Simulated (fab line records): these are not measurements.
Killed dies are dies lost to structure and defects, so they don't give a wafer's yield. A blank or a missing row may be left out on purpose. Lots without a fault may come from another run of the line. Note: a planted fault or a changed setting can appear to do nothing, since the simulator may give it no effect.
Chamber matching || flow n5Finfet || aldSin-02 running N5_STI_FIN_REVEAL_ALD_00: 4 sister chambers
The step deposits SiO2, target thk 1 nm, pulse time 1 s. 20 wafers are shown with their chamber, then 10 later ones without.

## WAFERS WITH THEIR CHAMBER
{"wafer": "L074.4", "chamber": 0, "heaterPowerW (W)": 549, "precursorPulseHeightRel": 1.002}
{"wafer": "L074.5", "chamber": 1, "heaterPowerW (W)": 458, "precursorPulseHeightRel": 1.038}
{"wafer": "L074.6", "chamber": 0, "heaterPowerW (W)": 542, "precursorPulseHeightRel": 1.003}
{"wafer": "L076.1", "chamber": 3, "heaterPowerW (W)": 453, "precursorPulseHeightRel": 0.996}
{"wafer": "L076.2", "chamber": 2, "heaterPowerW (W)": 518, "precursorPulseHeightRel": 0.981}
{"wafer": "L076.5", "chamber": 0, "heaterPowerW (W)": 536, "precursorPulseHeightRel": 0.981}
{"wafer": "L080.1", "chamber": 2, "heaterPowerW (W)": 504, "precursorPulseHeightRel": 0.999}
{"wafer": "L080.3", "chamber": 3, "heaterPowerW (W)": 454, "precursorPulseHeightRel": 1.013}
{"wafer": "L080.6", "chamber": 3, "heaterPowerW (W)": 463, "precursorPulseHeightRel": 0.976}
{"wafer": "L081.3", "chamber": 3, "heaterPowerW (W)": 458, "precursorPulseHeightRel": 1.016}
{"wafer": "L081.4", "chamber": 1, "heaterPowerW (W)": 465, "precursorPulseHeightRel": 0.997}
{"wafer": "L081.5", "chamber": 2, "heaterPowerW (W)": 507, "precursorPulseHeightRel": 0.991}
{"wafer": "L084.1", "chamber": 3, "heaterPowerW (W)": 447, "precursorPulseHeightRel": 0.992}
{"wafer": "L084.3", "chamber": 0, "heaterPowerW (W)": 550, "precursorPulseHeightRel": 1.008}
{"wafer": "L084.6", "chamber": 2, "heaterPowerW (W)": 517, "precursorPulseHeightRel": 1.005}
{"wafer": "L085.1", "chamber": 3, "heaterPowerW (W)": 449, "precursorPulseHeightRel": 1.008}
{"wafer": "L085.2", "chamber": 2, "heaterPowerW (W)": 520, "precursorPulseHeightRel": 0.995}
{"wafer": "L085.6", "chamber": 0, "heaterPowerW (W)": 542, "precursorPulseHeightRel": 1.015}
{"wafer": "L088.1", "chamber": 2, "heaterPowerW (W)": 507, "precursorPulseHeightRel": 0.966}
{"wafer": "L088.2", "chamber": 0, "heaterPowerW (W)": 548, "precursorPulseHeightRel": 0.998}

SIGNATURES (averages over the wafers above)
{"reading": "heaterPowerW", "chamber 0": 544.50, "chamber 1": 461.50, "chamber 2": 512.17, "chamber 3": 454.00, "scatter within a chamber": 6.04}
{"reading": "precursorPulseHeightRel", "chamber 0": 1.00117, "chamber 1": 1.01750, "chamber 2": 0.98950, "chamber 3": 1.00017, "scatter within a chamber": 0.0151}
Rule: a wafer's distance from a chamber is the root of the sum, over the readings, of the square of ((its reading less the chamber's mean) divided by the reading's scatter). The wafer belongs to the nearest chamber; if the next one is less than 2 further off, it can't be placed. The scatter is the square root of a quotient: the sum, over the shown wafers, of each reading's squared deviation from its chamber's mean, divided by wafers minus chambers.

## WAFERS MISSING THEIR CHAMBER
{"wafer": "L088.5", "heaterPowerW (W)": 449, "precursorPulseHeightRel": 0.987}
{"wafer": "L090.2", "heaterPowerW (W)": 452, "precursorPulseHeightRel": 0.996}
{"wafer": "L090.3", "heaterPowerW (W)": 511, "precursorPulseHeightRel": 0.990}
{"wafer": "L090.4", "heaterPowerW (W)": 476, "precursorPulseHeightRel": 0.984}
{"wafer": "L095.2", "heaterPowerW (W)": 463, "precursorPulseHeightRel": 0.996}
{"wafer": "L095.3", "heaterPowerW (W)": 455, "precursorPulseHeightRel": 1.008}
{"wafer": "L095.5", "heaterPowerW (W)": 546, "precursorPulseHeightRel": 0.976}
{"wafer": "L097.1", "heaterPowerW (W)": 550, "precursorPulseHeightRel": 1.015}
{"wafer": "L097.2", "heaterPowerW (W)": 472, "precursorPulseHeightRel": 1.021}
{"wafer": "L097.3", "heaterPowerW (W)": 525, "precursorPulseHeightRel": 0.975}

## WHICH CHAMBER EACH WENT THROUGH
{"wafer": "L088.5", "from the rows above": "can't be placed: 3 or 1", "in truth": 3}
{"wafer": "L090.2", "from the rows above": "can't be placed: 3 or 1", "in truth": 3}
{"wafer": "L090.3", "from the rows above": 2, "in truth": 2}
{"wafer": "L090.4", "from the rows above": "can't be placed: 1 or 3", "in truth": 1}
{"wafer": "L095.2", "from the rows above": "can't be placed: 1 or 3", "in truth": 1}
{"wafer": "L095.3", "from the rows above": "can't be placed: 3 or 1", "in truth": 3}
{"wafer": "L095.5", "from the rows above": 0, "in truth": 0}
{"wafer": "L097.1", "from the rows above": 0, "in truth": 0}
{"wafer": "L097.2", "from the rows above": "can't be placed: 1 or 3", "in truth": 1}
{"wafer": "L097.3", "from the rows above": "can't be placed: 2 or 0", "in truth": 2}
Correctly placed: 3 of 10. These rows do not allow placing 7 (true chamber among the candidates in 7). Wrongly placed: 0.
